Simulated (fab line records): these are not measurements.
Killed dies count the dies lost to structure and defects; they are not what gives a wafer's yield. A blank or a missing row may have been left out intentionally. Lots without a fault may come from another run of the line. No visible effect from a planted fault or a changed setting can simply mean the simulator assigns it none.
fab line records	flow nand-harc
[record] lots = 12	wafers = 36	last-day = 32
route steps=1302 shown P_CONTACT@242 P_M0@276 END@1302
lots that met no fault: from a run of the same line without faults
start-h: the number of hours between the record's first day and the start of the first shown wafer of the lot	wait-h: hours from the lot's prior step to this one	" unchanged from the row above	L1.1+2: a single row standing in for several wafers	- either no value or no given start	* or withheld: withheld	< > ~ a bound
route shown NAME@n: NAME is a module with steps in the file, n the number in the route of the first one	usual: mean/standard deviation of fault-free wafers	same: alike in all rows	chamber/n: place in a boat	sites: readings site by site	_std_site: standard deviation of those values	_edge_site: outer sites' mean less inner sites'	radius-mm: for every site, how far away it sits from the centre of the wafer	mask NAME#n: copy n	behind: the most recent tool/chamber to have shaped the wafer	hold: why the lot went on hold/how many hours it stayed there/how the hold came to an end	device: the transistor (n, p or np) that didn't switch	end of line: tests run on the same wafers once the route is complete	a step without rows: its recipe alone	killed: at the first sort, the dies lost to defects and structure; wafer yield is something else	map: a wafer's dies, marking killed ones x, the rest . and places with no die _
set.NAME: the setting the step ran with; set.NAME@STEP: the setting that earlier step ran with	model.NAME: the simulator's own value behind a step, which no gauge read
steps of the route over a sample of lots; a table a step, a row a wafer
services: from which hour (start-h, from the record's first day; less than 0 if before it) a tool's chamber was out of use, for how many hours, and why
[[steps]]
[step NHARC_P_CONTACT_STRIP_28]
[recipe] o2-flow-sccm = 500	ar-flow-sccm = 0	bias-w = 0	chemistry = O2
[usual] drypump-motor-current-A = 5.7/0.43	oes-product-au = 1.001/0.012	rf-vpp-V = 58.0/0.83	showerhead-plenum-p-Torr = 3.59/0.14	throttle-valve-pct = 17.037/0.0095
lot.wafer	tool	chamber	start-h	wait-h	drypump-motor-current-A	oes-product-au	rf-hours-counter-h	rf-vpp-V	showerhead-plenum-p-Torr	throttle-valve-pct
L832.1	rie-diel-09	0	118.73	0.1	5.0	1.008	8.5	57.0	3.41	17.047
L832.2	"	2	"	"	6.3	0.987	9.7	58.0	3.39	17.035
L832.6	"	0	"	"	5.0	1.004	-	58.1	3.41	17.038
L834.4	rie-diel-12	1	135.88	0.1	5.7	1.021	1.1	58.1	3.75	17.023
L834.1	"	2	"	"	5.0	1.020	1.2	58.9	3.66	17.030
L834.5	"	3	"	"	5.7	0.996	-	58.0	3.68	17.056
L837.2	rie-diel-12	1	166.13	0.1	5.7	1.003	2.1	59.0	3.75	17.032
L837.4	"	2	"	"	5.0	1.021	-	56.9	3.66	17.022
L837.5	"	1	"	"	5.7	1.012	-	57.8	3.75	17.039
L843.3	rie-diel-12	3	228.45	0.1	5.7	1.000	4.7	57.2	3.67	17.020
L843.2	"	2	"	"	5.0	1.010	4.5	57.0	3.65	17.040
L843.6	"	0	"	"	5.3	0.995	-	56.3	3.66	17.047
L848.2	rie-diel-09	2	279.95	0.1	6.3	1.011	5.7	56.7	3.38	17.047
L848.4	"	0	"	"	4.9	0.986	5.2	57.9	3.40	17.035
L848.5	"	2	"	"	6.3	1.006	-	58.3	3.38	17.043
L849.2	rie-diel-12	2	284.91	0.1	5.0	1.004	0.5	57.1	3.65	17.035
L849.4	"	0	"	"	5.3	1.009	0.5	56.5	3.66	17.039
L849.3	"	1	"	"	5.7	1.012	0.5	56.5	3.75	17.038
L850.4	rie-diel-12	1	297.26	0.1	5.7	0.994	0.7	58.2	3.75	17.040
L850.2	"	2	"	"	5.0	1.000	0.8	59.0	3.65	17.052
L850.6	"	3	"	"	5.7	0.984	-	58.0	3.67	17.046
L851.1	rie-diel-12	1	308.28	0.1	5.7	1.005	0.9	58.5	3.75	17.027
L851.2	"	0	"	"	5.3	0.997	1.0	59.1	3.66	17.032
L851.5	"	1	"	"	5.7	1.006	-	58.2	3.75	17.049
L852.2	rie-diel-09	1	314.80	0.1	6.1	0.986	7.9	57.8	3.50	17.037
L852.3	"	2	"	"	6.3	1.004	8.1	57.4	3.38	17.032
L852.1	"	0	"	"	5.0	1.017	6.7	57.6	3.40	17.028
L853.1	rie-diel-12	1	327.84	0.1	5.7	1.001	1.3	58.7	3.75	17.049
L853.2	"	2	"	"	5.0	1.001	1.4	58.3	3.65	17.016
L853.6	"	3	"	"	5.7	0.994	-	58.0	3.67	17.026
L854.1	rie-diel-09	3	337.52	0.1	5.8	0.998	0.7	56.4	3.69	17.042
L854.4	"	2	"	"	6.3	1.008	0.8	59.9	3.38	17.025
L854.6	"	3	"	"	5.8	0.989	-	57.1	3.69	17.037
L855.1	rie-diel-12	1	344.80	0.1	5.7	1.011	1.6	58.5	3.75	17.037
L855.3	"	2	"	"	5.0	1.022	1.8	58.9	3.65	17.036
L855.5	"	0	"	"	5.3	0.990	-	58.4	3.66	17.049
[step NHARC_P_M0_ECD_22]
[recipe] target-thk-a = 4000	bath-temp-c = 25	material = Cu
lot.wafer	tool	chamber	start-h	wait-h
L832.1+2+6	ecd-cu-01	0,1,1	123.28	-
L834.1+4+5	ecd-cu-02	0,1,0	140.41	-
L837.2+4+5	ecd-cu-01	0	171.33	-
L843.2+3+6	ecd-cu-02	1	233.03	-
L848.2+4+5	ecd-cu-01	0,0,1	284.53	-
L849.2+4+3	ecd-cu-01	0,1,0	289.48	-
L850.2+4+6	ecd-cu-01	0,1,0	301.82	-
L851.1+2+5	ecd-cu-01	0,1,0	312.89	-
L852.1+2+3	ecd-cu-01	0,1,0	319.72	-
L853.2+1+6	ecd-cu-02	0,1,1	332.30	-
L854.1+4+6	ecd-cu-02	1	342.07	-
L855.1+3+5	ecd-cu-02	0	349.29	-
[step NHARC_P_M0_CMP_23]
[recipe] t-overpolish-s = 20	target-thk-nm = 117.54
[usual] motor-current-A = 11.3/0.93	time-to-endpoint-s = 28/3.2
lot.wafer	tool	chamber	start-h	wait-h	motor-current-A	time-to-endpoint-s
L832.1	cmp-03	1	124.00	-	11.0	28
L832.2	"	2	"	"	12.0	32
L832.6	"	1	"	"	10.3	28
L834.4	cmp-03	1	141.13	-	9.9	26
L834.1	"	0	"	"	12.1	31
L834.5	"	2	"	"	12.0	27
L837.4	cmp-01	2	172.03	-	11.9	23
L837.2	"	0	"	"	10.3	21
L837.5	"	2	"	"	12.0	22
L843.3	cmp-03	2	233.70	-	12.2	8
L843.2	"	1	"	"	10.6	10
L843.6	"	2	"	"	11.9	30
L848.4	cmp-02	2	285.23	-	13.0	31
L848.2	"	0	"	"	11.1	32
L848.5	"	1	"	"	12.1	27
L849.4	cmp-02	1	290.20	-	11.8	25
L849.3	"	3	"	"	9.9	24
L849.2	"	0	"	"	12.2	26
L850.2	cmp-03	0	302.64	-	12.6	30
L850.4	"	2	"	"	11.9	30
L850.6	"	1	"	"	10.2	27
L851.1	cmp-01	3	313.62	-	11.0	22
L851.2	"	1	"	"	10.4	30
L851.5	"	0	"	"	11.6	24
L852.1	cmp-02	0	320.43	-	11.1	28
L852.2	"	1	"	"	11.4	27
L852.3	"	3	"	"	10.0	25
L853.2	cmp-01	2	333.06	-	12.3	26
L853.1	"	3	"	"	11.3	27
L853.6	"	1	"	"	9.7	32
L854.4	cmp-01	3	342.92	-	10.7	24
L854.1	"	0	"	"	11.5	25
L854.6	"	2	"	"	12.1	24
L855.3	cmp-02	0	350.04	-	11.7	26
L855.1	"	2	"	"	13.2	27
L855.5	"	0	"	"	11.3	27
[step NHARC_P_M0_INSPECT_27]
[usual] raw-defect-count = 298/120
lot.wafer	tool	chamber	start-h	wait-h	raw-defect-count
L832.1	defect-inspect-02	-	124.47	0.0	437
L832.2	"	-	"	"	288
L832.6	"	-	"	"	316
L834.1	defect-inspect-01	-	141.69	0.0	296
L834.4	"	-	"	"	234
L834.5	"	-	"	"	270
L837.2	defect-inspect-01	-	172.49	0.0	637
L837.4	"	-	"	"	681
L837.5	"	-	"	"	505
L843.2	defect-inspect-02	-	234.17	0.0	325
L843.3	"	-	"	"	236
L843.6	"	-	"	"	564
L848.2	defect-inspect-01	-	285.68	0.0	332
L848.4	"	-	"	"	446
L848.5	"	-	"	"	462
L849.2	defect-inspect-01	-	290.67	0.0	304
L849.3	"	-	"	"	245
L849.4	"	-	"	"	485
L850.2	defect-inspect-01	-	303.11	0.0	569
L850.4	"	-	"	"	318
L850.6	"	-	"	"	277
L851.1	defect-inspect-01	-	314.09	0.0	233
L851.2	"	-	"	"	245
L851.5	"	-	"	"	504
L852.1	defect-inspect-01	-	320.90	0.0	267
L852.2	"	-	"	"	284
L852.3	"	-	"	"	171
L853.1	defect-inspect-02	-	333.51	0.0	325
L853.2	"	-	"	"	172
L853.6	"	-	"	"	400
L854.1	defect-inspect-01	-	343.33	0.0	198
L854.4	"	-	"	"	307
L854.6	"	-	"	"	307
L855.1	defect-inspect-02	-	350.49	0.0	245
L855.3	"	-	"	"	355
L855.5	"	-	"	"	261
[step NHARC_P_M0_DEP_32]
[recipe] target-thk-a = 300	temp-c = 370	target-thk-nm = 30	pressure-torr = 3	flow-sccm = 200	rf-w = 450	material = SiCN
[usual] heater-power-w = 600/72
lot.wafer	tool	chamber	start-h	wait-h	heater-power-w
L832.2	pecvd-01	1	124.63	0.1	590
L832.1	"	2	"	"	607
L832.6	"	1	"	"	591
L834.1	pecvd-04	2	141.92	0.1	619
L834.4	"	1	"	"	502
L834.5	"	2	"	"	632
L837.2	pecvd-01	2	172.64	0.1	595
L837.4	"	2	"	"	581
L837.5	"	1	"	"	581
L843.2	pecvd-01	0	234.32	0.1	577
L843.3	"	1	"	"	597
L843.6	"	2	"	"	663
L848.2	pecvd-04	0	285.91	0.1	688
L848.4	"	1	"	"	473
L848.5	"	2	"	"	601
L849.3	pecvd-01	2	290.82	0.1	679
L849.2	"	0	"	"	498
L849.4	"	2	"	"	684
L850.2	pecvd-01	1	303.26	0.1	589
L850.4	"	2	"	"	561
L850.6	"	0	"	"	546
L851.1	pecvd-02	1	314.24	0.1	630
L851.2	"	0	"	"	572
L851.5	"	1	"	"	646
L852.1	pecvd-04	2	321.05	0.1	526
L852.3	"	0	"	"	753
L852.2	"	1	"	"	539
L853.1	pecvd-04	1	333.71	0.1	559
L853.2	"	2	"	"	578
L853.6	"	2	"	"	578
L854.1	pecvd-02	0	343.48	0.1	563
L854.4	"	0	"	"	568
L854.6	"	1	"	"	637
L855.1	pecvd-04	2	350.65	0.1	581
L855.3	"	1	"	"	502
L855.5	"	2	"	"	594
[step NHARC_END_SORT_01]
[recipe] temp-c = 25
[usual] defect-limited-yield = 91.0/2.8	killed-at-array = 56/19	killed-at-other = 0.6/1	killed-at-periphery = 3.9/2.7	killed-dies = 61/19	killed-open = 3.3/1.9	killed-short = 2.4/1.7
[same] gross-dies = 677
lot.wafer	tool	chamber	start-h	wait-h	defect-limited-yield[%]	killed-at-array	killed-at-other	killed-at-periphery	killed-dies	killed-open	killed-short
L843.2	prober-01	0	684.00	2.8	93.8	38	0	4	42	2	0
L843.3	prober-01	0	684.80	3.1	93.9	36	0	5	41	6	3
L843.6	prober-01	0	687.18	4.0	93.5	41	0	3	44	5	2
// killed by level:class
L843.2 A_SLIT:chamber-film-flake=30 A_CHANNEL_HOLE_D1:chamber-film-flake=6 P_GATE:chamber-film-flake=2 P_CONTACT:geometric-particle:open=1 A_CHANNEL_FILL_D2:geometric-particle:open=1 P_ZERO_WELL:chamber-film-flake=1 A_STAIRCASE:chamber-film-flake=1
L843.3 A_SLIT:chamber-film-flake=18 A_CHANNEL_HOLE_D1:chamber-film-flake=8 P_GATE:chamber-film-flake=3 A_CHANNEL_FILL_D1:geometric-particle:open=2 A_CONTACT:geometric-particle:open=2 A_SOURCE_PLATE:geometric-particle:short=1 A_DECK1_JOINT:geometric-particle:open=1 A_ONON_D2:geometric-particle:short=1
L843.6 A_SLIT:chamber-film-flake=26 A_CHANNEL_HOLE_D1:chamber-film-flake=5 A_M0:geometric-particle:open=3 A_STAIRCASE:chamber-film-flake=2 A_SOURCE_PLATE:geometric-particle:short=1 A_ONON_D2:geometric-particle:short=1 A_CHANNEL_HOLE_D2:geometric-particle:open=1 A_SGD_CUT:geometric-particle:open=1
[[services]]
tool	chamber	start-h	hours	kind
cmp-01	-	112.47	0.7	repair
pecvd-01	-	130.00	13.0	pm
cmp-03	-	131.90	2.3	repair
cmp-02	-	134.50	4.0	pm
rie-diel-09	-	143.10	9.0	pm
cmp-02	-	148.98	0.9	repair
pecvd-01	-	152.84	1.4	repair
ecd-cu-01	-	160.22	8.0	pm
rie-diel-12	0	160.49	7.1	repair
rie-diel-12	3	164.04	5.3	repair
rie-diel-12	2	191.35	4.6	repair
rie-diel-12	1	191.55	3.9	repair
pecvd-04	2	194.46	7.9	repair
ecd-cu-01	-	240.25	0.8	repair
ecd-cu-02	-	244.28	8.0	pm
ecd-cu-01	-	262.07	2.1	repair
ecd-cu-02	-	268.12	0.6	repair
rie-diel-12	-	268.40	9.0	pm
pecvd-04	-	269.04	13.0	pm
ecd-cu-01	-	273.12	6.5	repair
ecd-cu-02	-	285.52	0.4	repair
pecvd-01	-	311.23	13.0	pm
pecvd-04	0	324.58	17.6	repair
ecd-cu-01	-	336.22	8.0	pm
[[key]]
[first-sign] step = NHARC_P_M0_CMP_23	reading = time-to-endpoint-s	direction = down	sigmas = 5.8	usual = *	struck = *
effect none on later readings
met-at NHARC_P_M0_ECD_22
struck-lots L843
struck-wafers L843.2,L843.3
not-acting-at NHARC_P_CONTACT_STRIP_28,NHARC_P_M0_INSPECT_27,NHARC_P_M0_DEP_32
onset-between 140.41 233.03
[fault] kind = process-parameter-drift	tool = ecd-cu-02	chamber = -	onset-h = 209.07	steps = NHARC_P_M0_ECD_22	channel = target-thk-a	offset = *	shape = step	end-h = 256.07	scope = struck-wafers-only	acts-in = *	stated = *
